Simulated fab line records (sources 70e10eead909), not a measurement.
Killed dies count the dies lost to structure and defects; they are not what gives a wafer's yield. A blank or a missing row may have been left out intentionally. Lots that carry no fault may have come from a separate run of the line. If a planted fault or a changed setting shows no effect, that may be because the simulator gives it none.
fab line records	flow nand_harc
record lots=15	wafers=43	last_day=24
route steps=1159 shown A_SLIT@799 A_SIN_REMOVE@808 A_WL_FILL@809
lots that met no fault: from a run of the same line without faults
start_h: the number of hours between the record's first day and the start of the first shown wafer of the lot	wait_h: time in hours since the lot's previous step	" unchanged from the row above	L1.1+2: one row covering several wafers at once	- value missing, or start not given	* or withheld: withheld	< > ~ a bound
route shown NAME@n: names a module that has steps shown in the file, with the first one's number in the route	usual: the fault-free wafers' mean and standard deviation	same: alike in all rows	chamber/n: place in a boat	sites: the reading at each site	_std_site: standard deviation of those values	_edge_site: mean of outer sites minus mean of inner sites	radius_mm: how far each site lies from the wafer's centre	mask NAME#n: copy n	behind: tool/chamber where the wafer was last shaped	hold: why the lot went on hold/how many hours it stayed there/how the hold came to an end	device: the n, p or np transistor that did not switch	end of line: the tests these same wafers got at the end of their route	where a step has no rows: the recipe by itself	killed: dies lost to structure and defects at the first sort, not the wafer's yield	map: a wafer's dies, marking killed ones x, the rest . and places with no die _
set.NAME: the setting that was run; set.NAME@STEP: the one run at that earlier step	model.NAME: the simulator's own value behind a step, which no gauge read
the route's steps for a sample of lots (tables are steps, rows are wafers)
services: the hour from which a tool's chamber was out of use, counted from the record's first day as start_h (under 0 if before that day), plus the number of hours and why
## steps
# step NHARC_A_SLIT_ETCH_29
# recipe target_depth_a=1000	overetch_a=100	time_s=55	ion_energy_ev=100	cf4_flow_sccm=80	o2_flow_sccm=20	ar_flow_sccm=0	rf_w=300	bias_w=100	chemistry=CF4/O2
# usual drypump_motor_current_A=5.6/0.39	oes_product_au=1.000/0.011	rf_vpp_V=197.1/1.1	showerhead_plenum_p_Torr=1.30/0.042	throttle_valve_pct=13.398/0.0088
# same time_s=55
lot.wafer	tool	chamber	start_h	wait_h	drypump_motor_current_A	oes_product_au	rf_hours_counter_h	rf_vpp_V	showerhead_plenum_p_Torr	throttle_valve_pct
L406.1	rie_diel-11	1	333.58	0.1	5.7	1.015	9	196.4	1.31	13.401
L406.2	"	2	"	"	5.4	1.006	7	196.1	1.25	13.385
L406.6	"	0	"	"	5.1	1.004	-	199.1	1.34	13.392
L409.4	rie_diel-10	1	337.57	0.1	5.7	1.009	14	197.3	1.39	13.400
L409.1	"	2	"	"	5.3	0.996	15	197.9	1.32	13.391
L409.3	"	3	"	"	5.1	0.989	13	196.0	1.26	13.395
L404.1	rie_diel-11	2	337.86	0.1	5.4	1.017	8	194.8	1.25	13.388
L404.2	"	1	"	"	5.7	1.006	10	199.0	1.31	13.389
L404.5	"	3	"	"	6.0	0.999	-	197.2	1.30	13.399
L407.2	rie_diel-11	0	339.26	0.1	5.1	1.007	10	197.4	1.34	13.405
L407.3	"	2	"	"	5.4	1.007	8	197.4	1.25	13.395
L407.4	"	3	"	"	5.9	0.993	9	197.6	1.30	13.396
L410.4	rie_diel-06	3	356.99	0.1	6.1	0.976	6	198.4	1.34	13.404
L410.3	"	0	"	"	4.8	0.988	6	197.0	1.33	13.404
L410.6	"	2	"	"	5.9	1.000	-	195.9	1.25	13.385
L412.1	rie_diel-06	0	373.65	0.1	4.8	0.993	6	197.8	1.33	13.390
L412.2	"	2	"	"	5.9	0.999	8	195.6	1.25	13.386
L412.5	"	3	"	"	6.1	0.991	-	198.2	1.34	13.408
L414.3	rie_diel-11	1	384.83	0.1	5.7	1.000	1	197.0	1.31	13.405
L414.1	"	2	"	"	5.4	1.006	1	195.8	1.25	13.392
L414.4	"	3	"	"	5.9	0.995	1	197.6	1.30	13.402
L419.2	rie_diel-11	3	395.35	0.1	5.9	0.991	2	197.6	1.30	13.409
L419.4	"	0	"	"	5.1	1.006	2	197.0	1.34	13.405
L419.6	"	3	"	"	5.9	0.988	-	195.8	1.30	13.396
L415.3	rie_diel-11	1	397.02	0.1	5.7	1.015	1	197.5	1.31	13.388
L415.1	"	3	"	"	6.0	0.994	2	196.3	1.30	13.389
L415.2	"	0	"	"	5.1	1.026	2	198.3	1.34	13.408
L417.2	rie_diel-10	1	406.55	0.1	5.7	1.007	5	199.9	1.39	13.393
L417.4	"	2	"	"	5.3	0.999	6	196.6	1.31	13.384
L417.5	"	0	"	"	5.9	0.988	-	196.4	1.28	13.399
L420.3	rie_diel-11	0	417.24	0.1	5.1	1.019	3	197.9	1.34	13.398
L420.6	"	3	"	"	6.0	0.993	-	196.7	1.30	13.398
L420.5	"	0	"	"	5.1	1.012	-	197.2	1.34	13.402
L422.4	rie_diel-10	2	426.02	0.1	5.3	0.991	8	198.0	1.31	13.400
L422.6	"	1	"	"	5.7	1.002	-	197.6	1.39	13.385
L424.2	rie_diel-06	0	439.60	0.1	4.8	0.989	0	198.2	1.32	13.407
L424.1	"	1	"	"	6.1	0.999	0	194.7	1.27	13.410
L424.6	"	2	"	"	5.9	1.002	-	197.1	1.25	13.419
L427.2	rie_diel-11	3	452.60	0.1	5.9	0.981	6	196.9	1.30	13.400
L427.4	"	2	"	"	5.4	1.004	6	196.6	1.24	13.406
L427.6	"	0	"	"	5.1	1.010	-	197.6	1.34	13.393
L425.4	rie_diel-10	3	454.28	0.1	5.1	0.969	8	197.8	1.26	13.400
L425.6	"	3	"	"	5.1	0.980	-	194.7	1.26	13.394
# step NHARC_A_SIN_REMOVE_INSPECT_04
# usual raw_defect_count=303/69
lot.wafer	tool	chamber	start_h	wait_h	raw_defect_count
L406.1	defect_inspect-01	-	341.59	0.1	171
L406.2	"	-	"	"	252
L406.6	"	-	"	"	255
L409.1	defect_inspect-02	-	345.98	0.0	250
L409.3	"	-	"	"	278
L409.4	"	-	"	"	216
L404.1	defect_inspect-02	-	345.99	0.0	296
L404.2	"	-	"	"	287
L404.5	"	-	"	"	376
L407.2	defect_inspect-01	-	346.00	0.0	474
L407.3	"	-	"	"	283
L407.4	"	-	"	"	470
L410.3	defect_inspect-02	-	365.26	0.0	262
L410.4	"	-	"	"	295
L410.6	"	-	"	"	327
L412.1	defect_inspect-01	-	380.72	0.0	153
L412.2	"	-	"	"	269
L412.5	"	-	"	"	226
L414.1	defect_inspect-01	-	393.11	0.0	335
L414.3	"	-	"	"	303
L414.4	"	-	"	"	260
L415.1	defect_inspect-01	-	403.56	0.0	318
L415.2	"	-	"	"	229
L415.3	"	-	"	"	302
L419.2	defect_inspect-02	-	403.60	0.0	312
L419.4	"	-	"	"	283
L419.6	"	-	"	"	257
L417.2	defect_inspect-01	-	413.07	0.0	244
L417.4	"	-	"	"	294
L417.5	"	-	"	"	339
L420.3	defect_inspect-01	-	425.42	0.0	269
L420.5	"	-	"	"	249
L420.6	"	-	"	"	284
L422.4	defect_inspect-02	-	434.25	0.0	298
L422.6	"	-	"	"	240
L424.1	defect_inspect-02	-	447.83	0.1	297
L424.2	"	-	"	"	339
L424.6	"	-	"	"	306
L427.2	defect_inspect-02	-	460.80	0.0	258
L427.4	"	-	"	"	348
L427.6	"	-	"	"	299
L425.4	defect_inspect-01	-	460.81	0.0	272
L425.6	"	-	"	"	326
# step NHARC_A_WL_FILL_ALD_00
# recipe target_thk_a=30	pulse_time_s=3	ald_cycles=30	temp_c=300	material=Al2O3
# usual ald_cycles=30/0	heater_power_w=474/37	precursor_pulse_height_rel=0.998/0.019
lot.wafer	tool	chamber	start_h	wait_h	ald_cycles	heater_power_w	precursor_pulse_height_rel
L406.1	ald_hk-03	3	341.84	0.2	30	486	1.004
L406.2	"	0	"	"	30	514	0.989
L406.6	"	2	"	"	30	496	0.998
L409.1	ald_hk-01	1	346.05	0.1	30	443	1.018
L409.4	"	2	"	"	30	460	1.007
L409.3	"	0	"	"	30	466	0.976
L404.2	ald_hk-03	0	346.06	0.1	30	526	0.988
L404.1	"	3	"	"	30	481	0.974
L404.5	"	1	"	"	30	443	1.006
L407.3	ald_hk-01	2	346.21	0.2	30	447	1.010
L407.4	"	3	"	"	30	493	0.979
L407.2	"	1	"	"	30	441	0.972
L410.4	ald_hk-02	3	365.71	0.4	30	439	0.978
L410.3	"	0	"	"	30	604	1.020
L410.6	"	2	"	"	30	444	0.986
L412.2	ald_hk-01	1	381.07	0.4	30	435	0.998
L412.1	"	2	"	"	30	458	1.007
L412.5	"	3	"	"	30	490	0.995
L414.1	ald_hk-03	2	393.20	0.1	30	474	0.990
L414.4	"	3	"	"	30	485	1.025
L414.3	"	0	"	"	30	516	1.009
L415.3	ald_hk-01	1	403.68	0.1	30	434	0.990
L415.1	"	2	"	"	30	465	1.015
L415.2	"	3	"	"	30	501	1.006
L419.2	ald_hk-01	3	403.84	0.2	30	486	0.995
L419.4	"	0	"	"	30	452	0.998
L419.6	"	2	"	"	30	476	1.000
L417.2	ald_hk-02	1	413.13	0.1	30	487	1.012
L417.4	"	0	"	"	30	601	0.996
L417.5	"	1	"	"	30	510	0.995
L420.3	ald_hk-03	0	425.53	0.1	30	525	0.973
L420.5	"	2	"	"	30	501	1.012
L420.6	"	3	"	"	30	491	0.981
L422.4	ald_hk-03	1	434.31	0.1	30	425	0.989
L422.6	"	1	"	"	30	434	0.986
L424.2	ald_hk-02	1	447.89	0.1	30	507	1.017
L424.1	"	2	"	"	30	460	1.024
L424.6	"	1	"	"	30	498	1.038
L425.4	ald_hk-03	0	462.86	2.0	30	504	0.993
L425.6	"	1	"	"	30	433	1.000
L427.2	ald_hk-03	0	462.94	2.1	30	510	0.975
L427.4	"	2	"	"	30	494	1.006
L427.6	"	0	"	"	30	520	0.990
# step NHARC_A_WL_FILL_ALD_02
# recipe target_thk_a=20	pulse_time_s=3	ald_cycles=100	temp_c=450	material=TiN
# usual ald_cycles=100/0	heater_power_w=1049/86	precursor_pulse_height_rel=1.002/0.02
lot.wafer	tool	chamber	start_h	wait_h	ald_cycles	heater_power_w	precursor_pulse_height_rel
L406.1	ald_metal-03	2	342.29	0.2	100	1065	1.020
L406.2	"	0	"	"	100	990	1.010
L406.6	"	2	"	"	100	1075	1.024
L409.1	ald_metal-01	1	346.53	0.2	100	1142	0.971
L409.4	"	3	"	"	100	1031	1.006
L409.3	"	0	"	"	100	1213	1.026
L404.2	ald_metal-02	0	346.55	0.2	100	1134	0.975
L404.1	"	2	"	"	100	1207	0.982
L404.5	"	1	"	"	100	933	0.960
L407.4	ald_metal-03	3	346.70	0.1	100	1009	1.018
L407.3	"	1	"	"	100	1019	1.006
L407.2	"	2	"	"	100	1049	1.009
L410.4	ald_metal-01	0	366.14	0.1	100	1176	1.034
L410.3	"	1	"	"	100	1106	0.989
L410.6	"	1	"	"	100	1151	1.013
L412.2	ald_metal-02	2	381.57	0.2	100	1142	1.012
L412.1	"	3	"	"	100	956	0.979
L412.5	"	2	"	"	100	1143	1.004
L414.3	ald_metal-03	3	393.69	0.2	100	1016	0.975
L414.4	"	0	"	"	100	977	0.993
L414.1	"	1	"	"	100	1029	0.998
L415.3	ald_metal-02	1	404.14	0.1	100	951	0.980
L415.2	"	2	"	"	100	1124	1.007
L415.1	"	0	"	"	100	1147	1.019
L419.4	ald_metal-01	1	404.36	0.1	100	1121	1.012
L419.2	"	2	"	"	100	986	1.010
L419.6	"	1	"	"	100	1150	1.017
L417.2	ald_metal-03	1	413.66	0.2	100	1004	1.051
L417.4	"	2	"	"	100	1024	0.988
L417.5	"	0	"	"	100	972	1.000
L420.3	ald_metal-01	3	426.07	0.2	100	1052	0.993
L420.6	"	0	"	"	100	1215	0.967
L420.5	"	1	"	"	100	1112	1.025
L422.4	ald_metal-03	3	434.86	0.2	51	1043	1.018
L422.6	"	1	"	"	51	1017	1.027
L424.2	ald_metal-03	3	448.38	0.2	100	1029	0.996
L424.1	"	2	"	"	100	1042	1.009
L424.6	"	3	"	"	51	1017	0.997
L425.4	ald_metal-03	2	463.39	0.2	51	1062	1.010
L425.6	"	3	"	"	51	994	1.000
L427.4	ald_metal-02	0	463.65	0.1	100	1140	1.013
L427.2	"	1	"	"	100	928	0.985
L427.6	"	0	"	"	100	1133	1.027
## services
tool	chamber	start_h	hours	kind
rie_diel-11	0	321.00	-	clean
rie_diel-11	1	321.00	-	clean
rie_diel-11	2	321.00	-	clean
rie_diel-11	3	321.00	-	clean
rie_diel-11	3	321.20	3.2	repair
ald_metal-03	-	322.00	10.0	pm
ald_hk-03	-	322.88	10.0	pm
rie_diel-11	0	345.50	-	clean
rie_diel-11	1	345.50	-	clean
rie_diel-11	2	345.50	-	clean
ald_metal-02	3	351.52	3.4	repair
rie_diel-10	-	353.50	9.0	pm
rie_diel-06	0	360.93	6.4	repair
ald_metal-02	-	364.00	10.0	pm
rie_diel-11	-	366.50	9.0	pm
rie_diel-06	3	381.25	7.8	repair
ald_metal-03	-	382.46	2.1	repair
ald_hk-01	-	390.47	1.4	repair
ald_hk-01	-	406.88	10.0	pm
rie_diel-11	3	418.01	9.6	repair
rie_diel-06	-	418.20	9.0	pm
ald_metal-01	0	428.02	28.2	repair
ald_metal-01	-	458.00	10.0	pm
ald_metal-03	-	460.59	0.9	repair
## key
first_sign step=NHARC_A_WL_FILL_ALD_02	reading=ald_cycles	direction=down	sigmas=99+	usual=100	struck=51
effect none on later readings
met_at NHARC_A_WL_FILL_ALD_02
struck_lots L422,L424,L425
struck_wafers L422.4,L422.6,L424.6,L425.4,L425.6
later_rows_left_out L422.4,L422.6,L424.6,L425.4,L425.6
sort_left_out L422.4,L422.6,L424.6,L425.4,L425.6
tester_left_out L422,L424,L425
not_acting_at NHARC_A_SLIT_ETCH_29,NHARC_A_SIN_REMOVE_INSPECT_04,NHARC_A_WL_FILL_ALD_00
onset_between 413.66 434.86
fault kind=process_parameter_drift	tool=ald_metal-03	chamber=-	onset_h=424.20	steps=NHARC_A_WL_FILL_ALD_02	channel=ald_cycles	offset=-49	shape=step	end_h=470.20	scope=struck_wafers_only	acts_in=these_recipes_only	stated=100
# tester_left_out: of these lots the tester's yield and bins aren't shown, on N5 and GAA mostly nor the transistor test; their killed dies are dies lost to structure and defects alone, not to doping, threshold or leakage, so they don't give the yield
# sort_left_out: the simulated sort isn't trusted on such a fault, so these wafers' sort isn't shown, and their yield isn't known
# later_rows_left_out: the simulator's readings of these wafers behind a module that went badly wrong aren't trusted and aren't shown, but for the sort
